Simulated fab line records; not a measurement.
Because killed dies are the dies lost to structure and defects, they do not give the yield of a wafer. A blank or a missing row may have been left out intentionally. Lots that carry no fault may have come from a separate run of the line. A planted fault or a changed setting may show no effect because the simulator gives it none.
fab line records / flow nandHarc
record lots=14 wafers=42 lastDay=33
route steps=1302 shown P_M2@342 P_BONDPAD@351
lots that met no fault: from a run of the same line without faults
startH: the number of hours between the record's first day and the start of the first shown wafer of the lot / waitH: how many hours have passed since the lot's step before this one / " unchanged from the row above / L1.1+2: a single row standing in for several wafers / - no value, or no start given / * or withheld: withheld / < > ~ a bound
route shown NAME@n: names a module that has steps shown in the file, with the first one's number in the route / usual: mean/standard deviation taken from wafers without a fault / same: alike in all rows / chamber/n: place in a boat / sites: per-site readings / _std_site: the standard deviation of these / _edge_site: outer sites' mean less inner sites' / radiusMm: how far each site lies from the wafer's centre / mask NAME#n: copy n / behind: the most recent tool/chamber to have shaped the wafer / hold: why the lot went on hold/how many hours it stayed there/how the hold came to an end / device: whichever transistor did not switch (one of n, p or np) / end of line: tests of these same wafers at the route's end / for a step that has no rows: nothing shown but its recipe / killed: count of dies lost to structure and defects at first sort (not the wafer's yield) / map: shows each die of a wafer: x if killed, . if not, _ if none is there
set.NAME: the setting the step ran with; set.NAME@STEP: the setting that earlier step ran with / model.NAME: the simulator's own value behind a step, which no gauge read
the route's steps for a sample of lots (tables are steps, rows are wafers)
services: a tool's chamber out of use, with start hour (startH, from the record's first day; less than 0 if before it), hours out, and reason
## steps
# step NHARC_P_M2_ECD_22
# recipe targetThkA=4000 bathTempC=25 material=Cu
lot.wafer=L578.1+3+4 tool=ecdCu-02 chamber=0,0,1 startH=138.12 waitH=-
lot.wafer=L580.2+6+5 tool=ecdCu-01 chamber=0,1,0 startH=149.05 waitH=-
lot.wafer=L582.3+4+6 tool=ecdCu-01 chamber=0,1,1 startH=175.12 waitH=-
lot.wafer=L583.2+3+5 tool=ecdCu-02 chamber=1 startH=180.14 waitH=-
lot.wafer=L585.1+2+5 tool=ecdCu-02 chamber=0,1,0 startH=199.92 waitH=-
lot.wafer=L586.1+2+6 tool=ecdCu-02 chamber=0,1,1 startH=212.14 waitH=-
lot.wafer=L588.4+6+5 tool=ecdCu-02 chamber=0,0,1 startH=235.73 waitH=-
lot.wafer=L589.1+4+6 tool=ecdCu-02 chamber=0,0,1 startH=242.38 waitH=-
lot.wafer=L595.2+4+5 tool=ecdCu-02 chamber=1 startH=306.22 waitH=-
lot.wafer=L596.1+4+5 tool=ecdCu-02 chamber=0,1,0 startH=312.43 waitH=-
lot.wafer=L597.1+4+5 tool=ecdCu-01 chamber=0 startH=324.37 waitH=-
lot.wafer=L599.2+3+6 tool=ecdCu-02 chamber=0,1,1 startH=340.02 waitH=-
lot.wafer=L598.2+1+4 tool=ecdCu-02 chamber=0,1,1 startH=340.95 waitH=-
lot.wafer=L601.3+4+6 tool=ecdCu-02 chamber=0,1,1 startH=361.63 waitH=-
# step NHARC_P_M2_CMP_23
# recipe tOverpolishS=20 targetThkNm=144.3
# usual motorCurrentA=12.2/1.9 slurryFilterDpKPa=13.49/0.13 timeToEndpointS=29.0/2.9
lot.wafer=L578.3 tool=cmp-02 chamber=1 startH=138.84 waitH=- motorCurrentA=10.2 slurryFilterDpKPa=13.43 timeToEndpointS=24.7
lot.wafer=L578.4 tool=cmp-02 chamber=3 startH=138.84 waitH=- motorCurrentA=12.0 slurryFilterDpKPa=13.39 timeToEndpointS=26.6
lot.wafer=L578.1 tool=cmp-02 chamber=0 startH=138.84 waitH=- motorCurrentA=11.2 slurryFilterDpKPa=13.63 timeToEndpointS=30.9
lot.wafer=L580.2 tool=cmp-01 chamber=2 startH=149.71 waitH=- motorCurrentA=11.2 slurryFilterDpKPa=13.52 timeToEndpointS=28.5
lot.wafer=L580.5 tool=cmp-01 chamber=2 startH=149.71 waitH=- motorCurrentA=11.3 slurryFilterDpKPa=13.62 timeToEndpointS=26.3
lot.wafer=L580.6 tool=cmp-01 chamber=3 startH=149.71 waitH=- motorCurrentA=11.1 slurryFilterDpKPa=13.58 timeToEndpointS=32.0
lot.wafer=L582.4 tool=cmp-01 chamber=0 startH=175.78 waitH=- motorCurrentA=13.7 slurryFilterDpKPa=13.51 timeToEndpointS=29.2
lot.wafer=L582.3 tool=cmp-01 chamber=2 startH=175.78 waitH=- motorCurrentA=12.5 slurryFilterDpKPa=13.47 timeToEndpointS=26.9
lot.wafer=L582.6 tool=cmp-01 chamber=0 startH=175.78 waitH=- motorCurrentA=14.8 slurryFilterDpKPa=13.45 timeToEndpointS=27.9
lot.wafer=L583.3 tool=cmp-02 chamber=0 startH=180.89 waitH=- motorCurrentA=10.8 slurryFilterDpKPa=13.51 timeToEndpointS=31.1
lot.wafer=L583.2 tool=cmp-02 chamber=1 startH=180.89 waitH=- motorCurrentA=9.9 slurryFilterDpKPa=13.61 timeToEndpointS=26.8
lot.wafer=L583.5 tool=cmp-02 chamber=1 startH=180.89 waitH=- motorCurrentA=9.4 slurryFilterDpKPa=13.48 timeToEndpointS=26.8
lot.wafer=L585.2 tool=cmp-02 chamber=1 startH=200.67 waitH=- motorCurrentA=9.8 slurryFilterDpKPa=13.55 timeToEndpointS=24.8
lot.wafer=L585.1 tool=cmp-02 chamber=3 startH=200.67 waitH=- motorCurrentA=11.9 slurryFilterDpKPa=13.41 timeToEndpointS=25.7
lot.wafer=L585.5 tool=cmp-02 chamber=1 startH=200.67 waitH=- motorCurrentA=9.6 slurryFilterDpKPa=13.48 timeToEndpointS=23.5
lot.wafer=L586.1 tool=cmp-01 chamber=0 startH=212.93 waitH=- motorCurrentA=14.4 slurryFilterDpKPa=13.69 timeToEndpointS=30.7
lot.wafer=L586.2 tool=cmp-01 chamber=2 startH=212.93 waitH=- motorCurrentA=11.9 slurryFilterDpKPa=13.32 timeToEndpointS=27.4
lot.wafer=L586.6 tool=cmp-01 chamber=0 startH=212.93 waitH=- motorCurrentA=14.7 slurryFilterDpKPa=13.29 timeToEndpointS=30.4
lot.wafer=L588.4 tool=cmp-01 chamber=2 startH=236.41 waitH=- motorCurrentA=11.8 slurryFilterDpKPa=13.45 timeToEndpointS=9.5
lot.wafer=L588.6 tool=cmp-01 chamber=0 startH=236.41 waitH=- motorCurrentA=13.8 slurryFilterDpKPa=13.31 timeToEndpointS=12.6
lot.wafer=L588.5 tool=cmp-01 chamber=1 startH=236.41 waitH=- motorCurrentA=14.4 slurryFilterDpKPa=13.45 timeToEndpointS=31.1
lot.wafer=L589.1 tool=cmp-04 chamber=0 startH=243.09 waitH=- motorCurrentA=9.5 slurryFilterDpKPa=13.34 timeToEndpointS=12.2
lot.wafer=L589.4 tool=cmp-04 chamber=1 startH=243.09 waitH=- motorCurrentA=15.6 slurryFilterDpKPa=13.55 timeToEndpointS=18.2
lot.wafer=L589.6 tool=cmp-04 chamber=0 startH=243.09 waitH=- motorCurrentA=9.2 slurryFilterDpKPa=13.37 timeToEndpointS=30.8
lot.wafer=L595.2 tool=cmp-02 chamber=1 startH=306.89 waitH=- motorCurrentA=9.8 slurryFilterDpKPa=13.53 timeToEndpointS=30.1
lot.wafer=L595.4 tool=cmp-02 chamber=2 startH=306.89 waitH=- motorCurrentA=14.3 slurryFilterDpKPa=13.43 timeToEndpointS=32.4
lot.wafer=L595.5 tool=cmp-02 chamber=2 startH=306.89 waitH=- motorCurrentA=15.0 slurryFilterDpKPa=13.42 timeToEndpointS=33.8
lot.wafer=L596.1 tool=cmp-01 chamber=1 startH=313.15 waitH=- motorCurrentA=14.5 slurryFilterDpKPa=13.51 timeToEndpointS=29.0
lot.wafer=L596.4 tool=cmp-01 chamber=3 startH=313.15 waitH=- motorCurrentA=11.3 slurryFilterDpKPa=13.56 timeToEndpointS=29.8
lot.wafer=L596.5 tool=cmp-01 chamber=1 startH=313.15 waitH=- motorCurrentA=14.0 slurryFilterDpKPa=13.59 timeToEndpointS=29.2
lot.wafer=L597.1 tool=cmp-01 chamber=0 startH=325.11 waitH=- motorCurrentA=14.3 slurryFilterDpKPa=13.50 timeToEndpointS=30.1
lot.wafer=L597.4 tool=cmp-01 chamber=1 startH=325.11 waitH=- motorCurrentA=14.4 slurryFilterDpKPa=13.47 timeToEndpointS=33.1
lot.wafer=L597.5 tool=cmp-01 chamber=3 startH=325.11 waitH=- motorCurrentA=11.4 slurryFilterDpKPa=13.27 timeToEndpointS=28.5
lot.wafer=L599.2 tool=cmp-04 chamber=1 startH=340.69 waitH=- motorCurrentA=15.1 slurryFilterDpKPa=13.33 timeToEndpointS=28.4
lot.wafer=L599.3 tool=cmp-04 chamber=3 startH=340.69 waitH=- motorCurrentA=11.9 slurryFilterDpKPa=13.22 timeToEndpointS=26.7
lot.wafer=L599.6 tool=cmp-04 chamber=1 startH=340.69 waitH=- motorCurrentA=15.0 slurryFilterDpKPa=13.58 timeToEndpointS=28.6
lot.wafer=L598.4 tool=cmp-01 chamber=3 startH=341.70 waitH=- motorCurrentA=11.1 slurryFilterDpKPa=13.24 timeToEndpointS=30.6
lot.wafer=L598.1 tool=cmp-01 chamber=0 startH=341.70 waitH=- motorCurrentA=15.2 slurryFilterDpKPa=13.59 timeToEndpointS=31.4
lot.wafer=L598.2 tool=cmp-01 chamber=1 startH=341.70 waitH=- motorCurrentA=13.9 slurryFilterDpKPa=13.31 timeToEndpointS=32.7
lot.wafer=L601.3 tool=cmp-02 chamber=1 startH=362.26 waitH=- motorCurrentA=9.7 slurryFilterDpKPa=13.30 timeToEndpointS=25.9
lot.wafer=L601.4 tool=cmp-02 chamber=0 startH=362.26 waitH=- motorCurrentA=11.0 slurryFilterDpKPa=13.54 timeToEndpointS=32.7
lot.wafer=L601.6 tool=cmp-02 chamber=2 startH=362.26 waitH=- motorCurrentA=13.9 slurryFilterDpKPa=13.54 timeToEndpointS=33.5
# step NHARC_P_BONDPAD_DEP_00
# recipe targetThkA=2500 tempC=370 targetThkNm=250 pressureTorr=3 flowSccm=200 rfW=450 material=SiCN
# usual heaterPowerOuterW=347/51 heaterPowerW=614/70
lot.wafer=L578.3 tool=pecvd-03 chamber=1 startH=- waitH=- heaterPowerOuterW=271 heaterPowerW=499
lot.wafer=L578.1 tool=pecvd-03 chamber=2 startH=- waitH=- heaterPowerOuterW=268 heaterPowerW=482
lot.wafer=L578.4 tool=pecvd-03 chamber=1 startH=- waitH=- heaterPowerOuterW=291 heaterPowerW=511
lot.wafer=L580.2 tool=pecvd-02 chamber=2 startH=150.74 waitH=- heaterPowerOuterW=261 heaterPowerW=517
lot.wafer=L580.6 tool=pecvd-02 chamber=2 startH=150.74 waitH=- heaterPowerOuterW=290 heaterPowerW=554
lot.wafer=L580.5 tool=pecvd-02 chamber=1 startH=150.74 waitH=- heaterPowerOuterW=333 heaterPowerW=618
lot.wafer=L582.3 tool=pecvd-01 chamber=1 startH=176.89 waitH=- heaterPowerOuterW=286 heaterPowerW=527
lot.wafer=L582.6 tool=pecvd-01 chamber=0 startH=176.89 waitH=- heaterPowerOuterW=308 heaterPowerW=566
lot.wafer=L582.4 tool=pecvd-01 chamber=1 startH=176.89 waitH=- heaterPowerOuterW=297 heaterPowerW=526
lot.wafer=L583.2 tool=pecvd-01 chamber=1 startH=181.97 waitH=- heaterPowerOuterW=349 heaterPowerW=603
lot.wafer=L583.3 tool=pecvd-01 chamber=2 startH=181.97 waitH=- heaterPowerOuterW=371 heaterPowerW=656
lot.wafer=L583.5 tool=pecvd-01 chamber=1 startH=181.97 waitH=- heaterPowerOuterW=345 heaterPowerW=621
lot.wafer=L585.1 tool=pecvd-01 chamber=0 startH=201.68 waitH=- heaterPowerOuterW=335 heaterPowerW=588
lot.wafer=L585.2 tool=pecvd-01 chamber=1 startH=201.68 waitH=- heaterPowerOuterW=331 heaterPowerW=587
lot.wafer=L585.5 tool=pecvd-01 chamber=0 startH=201.68 waitH=- heaterPowerOuterW=353 heaterPowerW=625
lot.wafer=L586.2 tool=pecvd-01 chamber=2 startH=213.94 waitH=- heaterPowerOuterW=441 heaterPowerW=713
lot.wafer=L586.1 tool=pecvd-01 chamber=0 startH=213.94 waitH=- heaterPowerOuterW=394 heaterPowerW=677
lot.wafer=L586.6 tool=pecvd-01 chamber=0 startH=213.94 waitH=- heaterPowerOuterW=397 heaterPowerW=678
lot.wafer=L588.5 tool=pecvd-01 chamber=2 startH=237.56 waitH=- heaterPowerOuterW=387 heaterPowerW=658
lot.wafer=L589.6 tool=pecvd-01 chamber=1 startH=244.36 waitH=- heaterPowerOuterW=355 heaterPowerW=627
lot.wafer=L595.2 tool=pecvd-01 chamber=1 startH=307.92 waitH=- heaterPowerOuterW=316 heaterPowerW=546
lot.wafer=L595.4 tool=pecvd-01 chamber=1 startH=307.92 waitH=- heaterPowerOuterW=325 heaterPowerW=572
lot.wafer=L595.5 tool=pecvd-01 chamber=2 startH=307.92 waitH=- heaterPowerOuterW=416 heaterPowerW=692
lot.wafer=L596.1 tool=pecvd-03 chamber=0 startH=314.18 waitH=- heaterPowerOuterW=409 heaterPowerW=674
lot.wafer=L596.5 tool=pecvd-03 chamber=1 startH=314.18 waitH=- heaterPowerOuterW=361 heaterPowerW=606
lot.wafer=L596.4 tool=pecvd-03 chamber=2 startH=314.18 waitH=- heaterPowerOuterW=229 heaterPowerW=409
lot.wafer=L597.1 tool=pecvd-02 chamber=2 startH=326.15 waitH=- heaterPowerOuterW=346 heaterPowerW=651
lot.wafer=L597.4 tool=pecvd-02 chamber=0 startH=326.15 waitH=- heaterPowerOuterW=394 heaterPowerW=705
lot.wafer=L597.5 tool=pecvd-02 chamber=2 startH=326.15 waitH=- heaterPowerOuterW=263 heaterPowerW=516
lot.wafer=L599.3 tool=pecvd-01 chamber=2 startH=- waitH=- heaterPowerOuterW=442 heaterPowerW=710
lot.wafer=L599.2 tool=pecvd-01 chamber=0 startH=- waitH=- heaterPowerOuterW=353 heaterPowerW=634
lot.wafer=L599.6 tool=pecvd-01 chamber=2 startH=- waitH=- heaterPowerOuterW=454 heaterPowerW=726
lot.wafer=L598.1 tool=pecvd-01 chamber=2 startH=- waitH=- heaterPowerOuterW=423 heaterPowerW=710
lot.wafer=L598.2 tool=pecvd-01 chamber=0 startH=- waitH=- heaterPowerOuterW=361 heaterPowerW=624
lot.wafer=L598.4 tool=pecvd-01 chamber=2 startH=- waitH=- heaterPowerOuterW=425 heaterPowerW=705
lot.wafer=L601.3 tool=pecvd-02 chamber=0 startH=- waitH=- heaterPowerOuterW=344 heaterPowerW=660
lot.wafer=L601.6 tool=pecvd-02 chamber=1 startH=- waitH=- heaterPowerOuterW=249 heaterPowerW=497
lot.wafer=L601.4 tool=pecvd-02 chamber=2 startH=- waitH=- heaterPowerOuterW=338 heaterPowerW=633
# step NHARC_P_BONDPAD_CMP_32
# recipe targetThkNm=200 material=SiCN
# usual motorCurrentA=11.7/1.8 slurryFilterDpKPa=13.49/0.14
lot.wafer=L578.4 tool=cmp-02 chamber=2 startH=140.26 waitH=- motorCurrentA=13.9 slurryFilterDpKPa=13.39
lot.wafer=L578.1 tool=cmp-02 chamber=0 startH=140.26 waitH=- motorCurrentA=10.8 slurryFilterDpKPa=13.46
lot.wafer=L578.3 tool=cmp-02 chamber=1 startH=140.26 waitH=- motorCurrentA=9.7 slurryFilterDpKPa=13.53
lot.wafer=L580.2 tool=cmp-02 chamber=1 startH=151.34 waitH=0.5 motorCurrentA=9.3 slurryFilterDpKPa=13.56
lot.wafer=L580.6 tool=cmp-02 chamber=3 startH=151.34 waitH=0.5 motorCurrentA=11.2 slurryFilterDpKPa=13.24
lot.wafer=L580.5 tool=cmp-02 chamber=0 startH=151.34 waitH=0.5 motorCurrentA=10.7 slurryFilterDpKPa=13.56
lot.wafer=L582.3 tool=cmp-04 chamber=0 startH=177.21 waitH=- motorCurrentA=9.0 slurryFilterDpKPa=13.35
lot.wafer=L582.4 tool=cmp-04 chamber=2 startH=177.21 waitH=- motorCurrentA=10.9 slurryFilterDpKPa=13.45
lot.wafer=L582.6 tool=cmp-04 chamber=0 startH=177.21 waitH=- motorCurrentA=9.5 slurryFilterDpKPa=13.67
lot.wafer=L583.2 tool=cmp-04 chamber=2 startH=182.40 waitH=- motorCurrentA=11.1 slurryFilterDpKPa=13.52
lot.wafer=L583.3 tool=cmp-04 chamber=3 startH=182.40 waitH=- motorCurrentA=12.5 slurryFilterDpKPa=13.41
lot.wafer=L583.5 tool=cmp-04 chamber=2 startH=182.40 waitH=- motorCurrentA=11.7 slurryFilterDpKPa=13.43
lot.wafer=L585.1 tool=cmp-02 chamber=2 startH=202.08 waitH=- motorCurrentA=14.2 slurryFilterDpKPa=13.61
lot.wafer=L585.2 tool=cmp-02 chamber=0 startH=202.08 waitH=- motorCurrentA=10.6 slurryFilterDpKPa=13.69
lot.wafer=L585.5 tool=cmp-02 chamber=3 startH=202.08 waitH=- motorCurrentA=11.4 slurryFilterDpKPa=13.31
lot.wafer=L586.2 tool=cmp-03 chamber=3 startH=214.35 waitH=- motorCurrentA=9.9 slurryFilterDpKPa=13.48
lot.wafer=L586.1 tool=cmp-03 chamber=2 startH=214.35 waitH=- motorCurrentA=10.5 slurryFilterDpKPa=13.40
lot.wafer=L586.6 tool=cmp-03 chamber=3 startH=214.35 waitH=- motorCurrentA=10.5 slurryFilterDpKPa=13.83
lot.wafer=L588.5 tool=cmp-02 chamber=3 startH=237.91 waitH=- motorCurrentA=11.6 slurryFilterDpKPa=13.48
lot.wafer=L589.6 tool=cmp-03 chamber=3 startH=244.64 waitH=- motorCurrentA=10.0 slurryFilterDpKPa=13.52
lot.wafer=L595.2 tool=cmp-02 chamber=1 startH=308.35 waitH=- motorCurrentA=10.1 slurryFilterDpKPa=13.51
lot.wafer=L595.4 tool=cmp-02 chamber=2 startH=308.35 waitH=- motorCurrentA=14.2 slurryFilterDpKPa=13.44
lot.wafer=L595.5 tool=cmp-02 chamber=1 startH=308.35 waitH=- motorCurrentA=9.7 slurryFilterDpKPa=13.59
lot.wafer=L596.4 tool=cmp-03 chamber=2 startH=314.64 waitH=- motorCurrentA=10.4 slurryFilterDpKPa=13.40
lot.wafer=L596.1 tool=cmp-03 chamber=3 startH=314.64 waitH=- motorCurrentA=10.0 slurryFilterDpKPa=13.46
lot.wafer=L596.5 tool=cmp-03 chamber=1 startH=314.64 waitH=- motorCurrentA=12.4 slurryFilterDpKPa=13.43
lot.wafer=L597.1 tool=cmp-03 chamber=1 startH=326.62 waitH=0.4 motorCurrentA=12.5 slurryFilterDpKPa=13.45
lot.wafer=L597.4 tool=cmp-03 chamber=3 startH=326.62 waitH=0.4 motorCurrentA=10.2 slurryFilterDpKPa=13.38
lot.wafer=L597.5 tool=cmp-03 chamber=2 startH=326.62 waitH=0.4 motorCurrentA=10.5 slurryFilterDpKPa=13.39
lot.wafer=L599.3 tool=cmp-04 chamber=0 startH=342.13 waitH=- motorCurrentA=9.4 slurryFilterDpKPa=13.52
lot.wafer=L599.2 tool=cmp-04 chamber=1 startH=342.13 waitH=- motorCurrentA=15.9 slurryFilterDpKPa=13.37
lot.wafer=L599.6 tool=cmp-04 chamber=0 startH=342.13 waitH=- motorCurrentA=9.4 slurryFilterDpKPa=13.65
lot.wafer=L598.1 tool=cmp-04 chamber=3 startH=343.11 waitH=- motorCurrentA=12.5 slurryFilterDpKPa=13.50
lot.wafer=L598.2 tool=cmp-04 chamber=0 startH=343.11 waitH=- motorCurrentA=9.7 slurryFilterDpKPa=13.51
lot.wafer=L598.4 tool=cmp-04 chamber=1 startH=343.11 waitH=- motorCurrentA=15.6 slurryFilterDpKPa=13.26
lot.wafer=L601.3 tool=cmp-04 chamber=3 startH=363.73 waitH=- motorCurrentA=12.5 slurryFilterDpKPa=13.59
lot.wafer=L601.4 tool=cmp-04 chamber=0 startH=363.73 waitH=- motorCurrentA=9.5 slurryFilterDpKPa=13.36
lot.wafer=L601.6 tool=cmp-04 chamber=1 startH=363.73 waitH=- motorCurrentA=15.3 slurryFilterDpKPa=13.39
# step NHARC_P_BONDPAD_THK_MEAS_33
# recipe thkMeasGauge=ellipsometry
# usual thkNm=199.8/1.5
lot.wafer=L578.1 tool=filmMetro-01 chamber=- startH=140.51 waitH=0.2 thkNm=202.2
lot.wafer=L578.3 tool=filmMetro-01 chamber=- startH=140.51 waitH=0.2 thkNm=199.7
lot.wafer=L578.4 tool=filmMetro-01 chamber=- startH=140.51 waitH=0.2 thkNm=200.4
lot.wafer=L580.2 tool=filmMetro-01 chamber=- startH=151.54 waitH=0.2 thkNm=198.9
lot.wafer=L580.5 tool=filmMetro-01 chamber=- startH=151.54 waitH=0.2 thkNm=200.3
lot.wafer=L580.6 tool=filmMetro-01 chamber=- startH=151.54 waitH=0.2 thkNm=196.7
lot.wafer=L582.3 tool=filmMetro-02 chamber=- startH=177.46 waitH=0.2 thkNm=197.8
lot.wafer=L582.4 tool=filmMetro-02 chamber=- startH=177.46 waitH=0.2 thkNm=197.5
lot.wafer=L582.6 tool=filmMetro-02 chamber=- startH=177.46 waitH=0.2 thkNm=201.3
lot.wafer=L583.2 tool=filmMetro-02 chamber=- startH=182.63 waitH=0.2 thkNm=201.5
lot.wafer=L583.3 tool=filmMetro-02 chamber=- startH=182.63 waitH=0.2 thkNm=200.7
lot.wafer=L583.5 tool=filmMetro-02 chamber=- startH=182.63 waitH=0.2 thkNm=199.4
lot.wafer=L585.1 tool=filmMetro-01 chamber=- startH=202.33 waitH=0.2 thkNm=200.8
lot.wafer=L585.2 tool=filmMetro-01 chamber=- startH=202.33 waitH=0.2 thkNm=201.0
lot.wafer=L585.5 tool=filmMetro-01 chamber=- startH=202.33 waitH=0.2 thkNm=197.3
lot.wafer=L586.1 tool=filmMetro-02 chamber=- startH=214.60 waitH=0.2 thkNm=197.7
lot.wafer=L586.2 tool=filmMetro-02 chamber=- startH=214.60 waitH=0.2 thkNm=198.3
lot.wafer=L586.6 tool=filmMetro-02 chamber=- startH=214.60 waitH=0.2 thkNm=199.5
lot.wafer=L588.5 tool=filmMetro-01 chamber=- startH=238.04 waitH=0.1 thkNm=198.6
lot.wafer=L589.6 tool=filmMetro-01 chamber=- startH=244.80 waitH=0.1 thkNm=199.0
lot.wafer=L595.2 tool=filmMetro-02 chamber=- startH=308.58 waitH=0.2 thkNm=199.8
lot.wafer=L595.4 tool=filmMetro-02 chamber=- startH=308.58 waitH=0.2 thkNm=201.8
lot.wafer=L595.5 tool=filmMetro-02 chamber=- startH=308.58 waitH=0.2 thkNm=199.0
lot.wafer=L596.1 tool=filmMetro-01 chamber=- startH=314.84 waitH=0.2 thkNm=198.8
lot.wafer=L596.4 tool=filmMetro-01 chamber=- startH=314.84 waitH=0.2 thkNm=200.4
lot.wafer=L596.5 tool=filmMetro-01 chamber=- startH=314.84 waitH=0.2 thkNm=198.4
lot.wafer=L597.1 tool=filmMetro-01 chamber=- startH=326.87 waitH=0.2 thkNm=198.9
lot.wafer=L597.4 tool=filmMetro-01 chamber=- startH=326.87 waitH=0.2 thkNm=199.9
lot.wafer=L597.5 tool=filmMetro-01 chamber=- startH=326.87 waitH=0.2 thkNm=200.1
lot.wafer=L599.2 tool=filmMetro-01 chamber=- startH=342.38 waitH=0.2 thkNm=201.4
lot.wafer=L599.3 tool=filmMetro-01 chamber=- startH=342.38 waitH=0.2 thkNm=199.6
lot.wafer=L599.6 tool=filmMetro-01 chamber=- startH=342.38 waitH=0.2 thkNm=200.2
lot.wafer=L598.1 tool=filmMetro-02 chamber=- startH=343.36 waitH=0.2 thkNm=201.6
lot.wafer=L598.2 tool=filmMetro-02 chamber=- startH=343.36 waitH=0.2 thkNm=199.2
lot.wafer=L598.4 tool=filmMetro-02 chamber=- startH=343.36 waitH=0.2 thkNm=200.7
lot.wafer=L601.3 tool=filmMetro-02 chamber=- startH=363.93 waitH=0.2 thkNm=200.9
lot.wafer=L601.4 tool=filmMetro-02 chamber=- startH=363.93 waitH=0.2 thkNm=199.2
lot.wafer=L601.6 tool=filmMetro-02 chamber=- startH=363.93 waitH=0.2 thkNm=201.4
## services
tool=cmp-04 chamber=- startH=119.37 hours=1.2 kind=repair
tool=pecvd-01 chamber=- startH=130.00 hours=13.0 kind=pm
tool=cmp-02 chamber=- startH=134.50 hours=4.0 kind=pm
tool=cmp-04 chamber=- startH=149.13 hours=2.2 kind=repair
tool=cmp-04 chamber=- startH=161.14 hours=0.8 kind=repair
tool=cmp-01 chamber=- startH=185.50 hours=4.0 kind=pm
tool=pecvd-01 chamber=- startH=185.53 hours=0.4 kind=repair
tool=cmp-01 chamber=- startH=194.18 hours=1.8 kind=repair
tool=cmp-04 chamber=- startH=197.48 hours=0.6 kind=repair
tool=cmp-04 chamber=- startH=199.32 hours=4.2 kind=repair
tool=cmp-04 chamber=- startH=209.00 hours=4.0 kind=pm
tool=pecvd-01 chamber=- startH=210.19 hours=0.6 kind=repair
tool=cmp-01 chamber=- startH=213.92 hours=0.7 kind=repair
tool=cmp-01 chamber=- startH=220.29 hours=6.0 kind=repair
tool=cmp-02 chamber=- startH=230.64 hours=0.6 kind=repair
tool=cmp-02 chamber=- startH=232.50 hours=4.0 kind=pm
tool=ecdCu-02 chamber=- startH=244.00 hours=8.0 kind=pm
tool=cmp-01 chamber=- startH=264.67 hours=1.0 kind=repair
tool=cmp-01 chamber=- startH=266.76 hours=1.3 kind=repair
tool=cmp-04 chamber=- startH=271.64 hours=0.2 kind=repair
tool=pecvd-01 chamber=- startH=311.00 hours=13.0 kind=pm
tool=cmp-02 chamber=- startH=330.11 hours=1.3 kind=repair
tool=ecdCu-02 chamber=- startH=337.95 hours=1.1 kind=repair
tool=cmp-02 chamber=- startH=350.71 hours=2.6 kind=repair
## key
firstSign step=NHARC_P_M2_CMP_23 reading=timeToEndpointS direction=down sigmas=5.5 usual=* struck=*
effect none on later readings
metAt NHARC_P_M2_ECD_22
struckLots L588,L589
struckWafers L588.4,L588.6,L589.1,L589.4
laterRowsLeftOut L588.4,L588.6,L589.1,L589.4
sortLeftOut L588.4,L588.6,L589.1,L589.4
notActingAt NHARC_P_BONDPAD_DEP_00,NHARC_P_BONDPAD_CMP_32,NHARC_P_BONDPAD_THK_MEAS_33
onsetBetween 212.14 235.73
fault kind=processParameterDrift tool=ecdCu-02 chamber=0 onsetH=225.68 steps=NHARC_P_M2_ECD_22 channel=targetThkA offset=* shape=step endH=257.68 actsIn=* stated=*
# sortLeftOut: the simulated sort isn't trusted on such a fault, so these wafers' sort isn't shown, and their yield isn't known
# laterRowsLeftOut: the simulator's readings of these wafers behind a module that went badly wrong aren't trusted and aren't shown, but for the sort
